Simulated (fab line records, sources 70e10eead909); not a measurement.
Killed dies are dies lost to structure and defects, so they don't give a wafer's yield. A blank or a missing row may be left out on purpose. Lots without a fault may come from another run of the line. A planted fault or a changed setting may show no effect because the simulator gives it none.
A struck lot beside a sound one | flow nand_harc | 18 steps out of a route of 1159
Sound: wafers L831.1, L831.3, L831.5. Struck: wafers L841.2, L841.3, L841.5. The cause comes at the end.
At each step with rows: each side's tool, then ch and its chambers, then its first start. Under that, the readings that differ: sound wafers | struck wafers | difference of the means | sigmas: that difference in standard deviations of wafers without a fault.
alike: readings whose means differ by less than 2 such deviations, and words and numbers that are the same on both sides. not compared: withheld readings, readings that some wafer has no value for, bounds like >300 that may hide the same value, and numbers for which the record gives no deviation and whose values overlap.
The two part at a step that has a row with sigmas, a row that says differs or no value, or rows on one side only. Numbers that don't overlap but have no deviation are shown without sigmas and don't part them. A reading that every wafer of one side lacks parts them only if that side has two wafers or more.

NHARC_P_GATE_CD_MEAS_59: target cd 720 nm.
  sound on cd_sem-01 ch 0, day 6 00:17; struck on cd_sem-02 ch 0, day 8 14:23
  alike: cd_nm
then, 1 step without rows for these wafers: NHARC_P_GATE_HARDBAKE_60 (time 80 s).
NHARC_P_GATE_DESCUM_61: chemistry O2, time 3 s.
  sound on rie_diel-09 ch 0,1,3, day 6 00:27; struck on rie_diel-09 ch 1,3, day 8 14:32
  alike: drypump_motor_current_A, oes_product_au, rf_vpp_V, showerhead_plenum_p_Torr, throttle_valve_pct
  not compared: rf_hours_counter_h
then, 1 step without rows for these wafers: NHARC_P_GATE_IMPLANT_62.
NHARC_P_GATE_STRIP_112: strips in N2/H2, time 200 s.
  sound on plasma_asher-01 ch 0,1, day 6 00:52; struck on plasma_asher-01 ch 0,1, day 8 14:56
  alike: drypump_motor_current_A, heater_power_w
  not compared: rf_hours_counter_h
NHARC_P_GATE_STRIP_76: strips in O2.
  sound on plasma_asher-01 ch 0,1, day 6 01:06; struck on plasma_asher-01 ch 0,1, day 8 15:10
  alike: drypump_motor_current_A, heater_power_w
  not compared: rf_hours_counter_h
then, 6 steps without rows for these wafers: NHARC_P_GATE_STRIP_63 (strips in SPM, time 900 s); NHARC_P_GATE_DEHYDRATE_83 (time 120 s); NHARC_P_GATE_HMDS_84 (time 30 s); NHARC_P_GATE_COAT_85; NHARC_P_GATE_SOFTBAKE_86 (time 95 s); NHARC_P_GATE_EBR_87.
NHARC_P_GATE_EXPOSE_88: exposes mask P HVN, target cd 2000 nm.
  sound on krf_scanner-04 ch 0, day 6 01:44; struck on krf_scanner-02 ch 0, day 8 15:56
  reading | sound                   | struck                  | difference | sigmas
  mask    | P_HVN#0 P_HVN#0 P_HVN#0 | P_PSD#0 P_PSD#0 P_PSD#0 | differs    |
then, 2 steps without rows for these wafers: NHARC_P_GATE_PEB_89 (peb time 85 s); NHARC_P_GATE_DEVELOP_90 (time 70 s).
NHARC_P_GATE_CD_MEAS_91: target cd 2000 nm.
  sound on cd_sem-03 ch 0, day 6 01:53; struck on cd_sem-02 ch 0, day 8 16:05
  reading    | sound                | struck | difference                    | sigmas
  cd_nm (nm) | 2001.8 2002.8 1998.3 | - - -  | no value on the struck wafers |
then, 1 step without rows for these wafers: NHARC_P_GATE_HARDBAKE_92 (time 80 s).
-- the record jumps here: 14 days lie between the struck wafers' starts before and after (it left off in module P_GATE and takes up again in module END, whose first step shown is number 1159 of the route) --
NHARC_END_SORT_01:
  the record has rows for the struck wafers here (prober-02 ch 0, day 22 10:53) and none for the sound ones

WHERE THEY PART
First at NHARC_P_GATE_EXPOSE_88; last, within this record, at NHARC_END_SORT_01.

WHY: what the simulator had put in
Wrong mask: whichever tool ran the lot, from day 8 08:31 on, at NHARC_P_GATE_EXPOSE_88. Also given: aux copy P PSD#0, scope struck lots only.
